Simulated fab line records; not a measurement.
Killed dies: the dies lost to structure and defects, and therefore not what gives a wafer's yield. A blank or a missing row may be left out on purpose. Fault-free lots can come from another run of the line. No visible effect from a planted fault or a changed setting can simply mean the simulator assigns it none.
Lot-split experiment :: flow n5-finfet :: route with 1938 steps; 7 lots, 39 wafers read

== THE SPLIT ITSELF ==
At N5_BEOL_M4_DESCUM_16 (chemistry O2, time 7 s), the setting time-s was moved away from the recipe's 7 s on 15 of the 39 wafers read, by -23.2% to +29.4%. For the rest of the wafers, this setting stayed at what the recipe calls for.

== THE PATH FROM SPLIT TO READING: the file shows 1 step between them ==
- N5_BEOL_M4_ETCH_74: etches underlayer in N2/H2, target depth 6.5 nm, time 5.2 s

== THE READING ==
CAR-EUV_of_BEOL_M4_COAT_05.thk-nm (the simulator's own value, which no gauge read), in nm, at N5_BEOL_M4_ETCH_63 (etches SiARC in CF4, target depth 15.6 nm, time 26 s). The file gives no usual value for it. Here, 24 wafers ran the recipe; their average is 11.2 nm with a standard deviation of 0.13 nm.

wafer: L075.1
tool, chamber at the split: rie-diel-04, 3,2
time-s as run, s: 5.373
against the recipe: -23.2%
CAR-EUV_of_BEOL_M4_COAT_05.thk-nm, nm: 11.6
against lot-mates on the recipe: +0.5

wafer: L075.2
tool, chamber at the split: rie-diel-04, 0
time-s as run, s: 7
against the recipe: recipe
CAR-EUV_of_BEOL_M4_COAT_05.thk-nm, nm: 11.2
against lot-mates on the recipe: -

wafer: L075.3
tool, chamber at the split: rie-diel-04, 2,3
time-s as run, s: 7
against the recipe: recipe
CAR-EUV_of_BEOL_M4_COAT_05.thk-nm, nm: 11
against lot-mates on the recipe: -

wafer: L075.4
tool, chamber at the split: rie-diel-04, 2,3
time-s as run, s: 7
against the recipe: recipe
CAR-EUV_of_BEOL_M4_COAT_05.thk-nm, nm: 11
against lot-mates on the recipe: -

wafer: L075.5
tool, chamber at the split: rie-diel-04, 0
time-s as run, s: 5.373
against the recipe: -23.2%
CAR-EUV_of_BEOL_M4_COAT_05.thk-nm, nm: 11.8
against lot-mates on the recipe: +0.7

wafer: L075.6
tool, chamber at the split: rie-diel-04, 3,2
time-s as run, s: 5.373
against the recipe: -23.2%
CAR-EUV_of_BEOL_M4_COAT_05.thk-nm, nm: 11.8
against lot-mates on the recipe: +0.7

wafer: L078.1
tool, chamber at the split: rie-diel-04, 0,1,0
time-s as run, s: 7
against the recipe: recipe
CAR-EUV_of_BEOL_M4_COAT_05.thk-nm, nm: 11.2
against lot-mates on the recipe: -

wafer: L078.2
tool, chamber at the split: rie-diel-04, 1,2,2
time-s as run, s: 7
against the recipe: recipe
CAR-EUV_of_BEOL_M4_COAT_05.thk-nm, nm: 11.2
against lot-mates on the recipe: -

wafer: L078.3
tool, chamber at the split: rie-diel-04, 1,2,2
time-s as run, s: 7
against the recipe: recipe
CAR-EUV_of_BEOL_M4_COAT_05.thk-nm, nm: 11.2
against lot-mates on the recipe: -

wafer: L078.5
tool, chamber at the split: rie-diel-04, 0,1,0
time-s as run, s: 7
against the recipe: recipe
CAR-EUV_of_BEOL_M4_COAT_05.thk-nm, nm: 11.2
against lot-mates on the recipe: -

wafer: L078.6
tool, chamber at the split: rie-diel-04, 1,2,2
time-s as run, s: 7
against the recipe: recipe
CAR-EUV_of_BEOL_M4_COAT_05.thk-nm, nm: 11.2
against lot-mates on the recipe: -

wafer: L078.4
tool, chamber at the split: rie-diel-04, 0,1,0
time-s as run, s: 7
against the recipe: recipe
CAR-EUV_of_BEOL_M4_COAT_05.thk-nm, nm: 11.4
against lot-mates on the recipe: -

wafer: L081.1
tool, chamber at the split: rie-diel-04, 2,0,1
time-s as run, s: 9.06
against the recipe: +29.4%
CAR-EUV_of_BEOL_M4_COAT_05.thk-nm, nm: 10.2
against lot-mates on the recipe: -0.9

wafer: L081.6
tool, chamber at the split: rie-diel-04, 2,0,1
time-s as run, s: 9.06
against the recipe: +29.4%
CAR-EUV_of_BEOL_M4_COAT_05.thk-nm, nm: 10.2
against lot-mates on the recipe: -0.9

wafer: L081.2
tool, chamber at the split: rie-diel-04, 2,0,1
time-s as run, s: 9.06
against the recipe: +29.4%
CAR-EUV_of_BEOL_M4_COAT_05.thk-nm, nm: 10
against lot-mates on the recipe: -1.1

wafer: L081.3
tool, chamber at the split: rie-diel-04, 1
time-s as run, s: 7
against the recipe: recipe
CAR-EUV_of_BEOL_M4_COAT_05.thk-nm, nm: 11.2
against lot-mates on the recipe: -

wafer: L081.5
tool, chamber at the split: rie-diel-04, 0,2
time-s as run, s: 7
against the recipe: recipe
CAR-EUV_of_BEOL_M4_COAT_05.thk-nm, nm: 11.2
against lot-mates on the recipe: -

wafer: L081.4
tool, chamber at the split: rie-diel-04, 0,2
time-s as run, s: 7
against the recipe: recipe
CAR-EUV_of_BEOL_M4_COAT_05.thk-nm, nm: 11
against lot-mates on the recipe: -

wafer: L077.1
tool, chamber at the split: rie-diel-06, 1,2,2
time-s as run, s: 5.793
against the recipe: -17.2%
CAR-EUV_of_BEOL_M4_COAT_05.thk-nm, nm: 12
against lot-mates on the recipe: +0.7

wafer: L077.2
tool, chamber at the split: rie-diel-06, 3,0,3
time-s as run, s: 7
against the recipe: recipe
CAR-EUV_of_BEOL_M4_COAT_05.thk-nm, nm: 11.4
against lot-mates on the recipe: -

wafer: L077.5
tool, chamber at the split: rie-diel-06, 3,0,3
time-s as run, s: 7
against the recipe: recipe
CAR-EUV_of_BEOL_M4_COAT_05.thk-nm, nm: 11.4
against lot-mates on the recipe: -

wafer: L077.3
tool, chamber at the split: rie-diel-06, 1,2,2
time-s as run, s: 5.793
against the recipe: -17.2%
CAR-EUV_of_BEOL_M4_COAT_05.thk-nm, nm: 11.8
against lot-mates on the recipe: +0.5

wafer: L077.6
tool, chamber at the split: rie-diel-06, 1,2,2
time-s as run, s: 5.793
against the recipe: -17.2%
CAR-EUV_of_BEOL_M4_COAT_05.thk-nm, nm: 11.8
against lot-mates on the recipe: +0.5

wafer: L077.4
tool, chamber at the split: rie-diel-06, 3,0,3
time-s as run, s: 7
against the recipe: recipe
CAR-EUV_of_BEOL_M4_COAT_05.thk-nm, nm: 11.2
against lot-mates on the recipe: -

wafer: L093.1
tool, chamber at the split: rie-diel-02, 0
time-s as run, s: 7
against the recipe: recipe
CAR-EUV_of_BEOL_M4_COAT_05.thk-nm, nm: 11
against lot-mates on the recipe: -

wafer: L093.4
tool, chamber at the split: rie-diel-02, 3,1
time-s as run, s: 7
against the recipe: recipe
CAR-EUV_of_BEOL_M4_COAT_05.thk-nm, nm: 11
against lot-mates on the recipe: -

wafer: L093.2
tool, chamber at the split: rie-diel-02, 3,1
time-s as run, s: 7
against the recipe: recipe
CAR-EUV_of_BEOL_M4_COAT_05.thk-nm, nm: 11.2
against lot-mates on the recipe: -

wafer: L093.3
tool, chamber at the split: rie-diel-02, 2
time-s as run, s: 5.429
against the recipe: -22.4%
CAR-EUV_of_BEOL_M4_COAT_05.thk-nm, nm: 12
against lot-mates on the recipe: +0.9

wafer: L093.5
tool, chamber at the split: rie-diel-02, 3
time-s as run, s: 5.429
against the recipe: -22.4%
CAR-EUV_of_BEOL_M4_COAT_05.thk-nm, nm: 12
against lot-mates on the recipe: +0.9

wafer: L093.6
tool, chamber at the split: rie-diel-02, 2
time-s as run, s: 5.429
against the recipe: -22.4%
CAR-EUV_of_BEOL_M4_COAT_05.thk-nm, nm: 11.8
against lot-mates on the recipe: +0.7

wafer: L094.2
tool, chamber at the split: rie-diel-04, 0
time-s as run, s: 7
against the recipe: recipe
CAR-EUV_of_BEOL_M4_COAT_05.thk-nm, nm: 11.2
against lot-mates on the recipe: -

wafer: L094.3
tool, chamber at the split: rie-diel-04, 2,0
time-s as run, s: 7
against the recipe: recipe
CAR-EUV_of_BEOL_M4_COAT_05.thk-nm, nm: 11
against lot-mates on the recipe: -

wafer: L094.6
tool, chamber at the split: rie-diel-04, 2,0
time-s as run, s: 7
against the recipe: recipe
CAR-EUV_of_BEOL_M4_COAT_05.thk-nm, nm: 11
against lot-mates on the recipe: -

wafer: L097.1
tool, chamber at the split: rie-diel-02, 0,1,2
time-s as run, s: 7
against the recipe: recipe
CAR-EUV_of_BEOL_M4_COAT_05.thk-nm, nm: 11.2
against lot-mates on the recipe: -

wafer: L097.6
tool, chamber at the split: rie-diel-02, 0,1,2
time-s as run, s: 7
against the recipe: recipe
CAR-EUV_of_BEOL_M4_COAT_05.thk-nm, nm: 11.2
against lot-mates on the recipe: -

wafer: L097.2
tool, chamber at the split: rie-diel-02, 1
time-s as run, s: 8.274
against the recipe: +18.2%
CAR-EUV_of_BEOL_M4_COAT_05.thk-nm, nm: 10.4
against lot-mates on the recipe: -0.7

wafer: L097.3
tool, chamber at the split: rie-diel-02, 3,2
time-s as run, s: 8.274
against the recipe: +18.2%
CAR-EUV_of_BEOL_M4_COAT_05.thk-nm, nm: 10.8
against lot-mates on the recipe: -0.3

wafer: L097.4
tool, chamber at the split: rie-diel-02, 3,2
time-s as run, s: 8.274
against the recipe: +18.2%
CAR-EUV_of_BEOL_M4_COAT_05.thk-nm, nm: 10.6
against lot-mates on the recipe: -0.5

wafer: L097.5
tool, chamber at the split: rie-diel-02, 0,1,2
time-s as run, s: 7
against the recipe: recipe
CAR-EUV_of_BEOL_M4_COAT_05.thk-nm, nm: 11
against lot-mates on the recipe: -
The file does not say which wafer passed through which chamber wherever a row lists several chambers: such a row stands for several wafers.

FIT RESULTS
A straight line over all 39 wafers: CAR-EUV_of_BEOL_M4_COAT_05.thk-nm changes by -0.0328 nm for each +1% of time-s; r = -0.96; the points scatter about the line by 0.14 nm.
The same after taking each lot's own level away (the mean of its wafers on the recipe; 39 wafers): -0.0328 nm for each +1%; r = -0.97; scatter 0.11 nm.
On that fit, the largest move of time-s shifts the reading by 0.96 nm.
Across the lots, their own levels run from 11.07 to 11.33 nm, a range of 2.1 times the standard deviation given above.
The two slopes are in agreement: the lot-to-lot level therefore moves the slope only a little.
Check: -0.968 nm against its lot-mates is what the line predicts for one of the wafers moved furthest among these (+29.4%) when that wafer is left out of the fit. Against them it came out at -0.933 nm.

== OTHER SPLITS APPLIED TO THESE WAFERS ==
Before the reading, these wafers also passed through other splits. Each is held against what the fit with the lots' levels taken away leaves over:
other split on the same wafers: N5_FIN_SAQP_PECVD_06 time-s
wafers away from the commonest value: 9
r with CAR-EUV_of_BEOL_M4_COAT_05.thk-nm (lot level and that fit taken away): +0.08

other split on the same wafers: N5_SD_EPI_N_EPI_21 epi-growth-time-s
wafers away from the commonest value: 9
r with CAR-EUV_of_BEOL_M4_COAT_05.thk-nm (lot level and that fit taken away): -0.17

other split on the same wafers: N5_MOL_CONTACT_COAG_ETCHBACK_134 target-depth-a
wafers away from the commonest value: 15
r with CAR-EUV_of_BEOL_M4_COAT_05.thk-nm (lot level and that fit taken away): +0.02

other split on the same wafers: N5_BEOL_M3_ILD_DEP_00 time-s
wafers away from the commonest value: 15
r with CAR-EUV_of_BEOL_M4_COAT_05.thk-nm (lot level and that fit taken away): +0.00

== THE WHOLE CHAIN: every reading that the file lists as answering this split, in the file's order ==
step: N5_BEOL_M4_DESCUM_16
what it does: chemistry O2, time 7 s
reading: CAR-EUV_of_BEOL_M4_COAT_05.thk-nm (the simulator's own value, which no gauge read)
change (the file's fit): -0.035 nm for each +1% of the setting
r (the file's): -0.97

step: N5_BEOL_M4_ETCH_74
what it does: etches underlayer in N2/H2, target depth 6.5 nm, time 5.2 s
reading: CAR-EUV_of_BEOL_M4_COAT_05.thk-nm (the simulator's own value, which no gauge read)
change (the file's fit): -0.0339 nm for each +1% of the setting
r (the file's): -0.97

step: N5_BEOL_M4_ETCH_63
what it does: etches SiARC in CF4, target depth 15.6 nm, time 26 s
reading: CAR-EUV_of_BEOL_M4_COAT_05.thk-nm (the simulator's own value, which no gauge read)
change (the file's fit): -0.0328 nm for each +1% of the setting
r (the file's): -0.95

== FILE'S OWN FIT ==
CAR-EUV_of_BEOL_M4_COAT_05.thk-nm changes by -0.0328 nm for each +1% of time-s, r = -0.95.
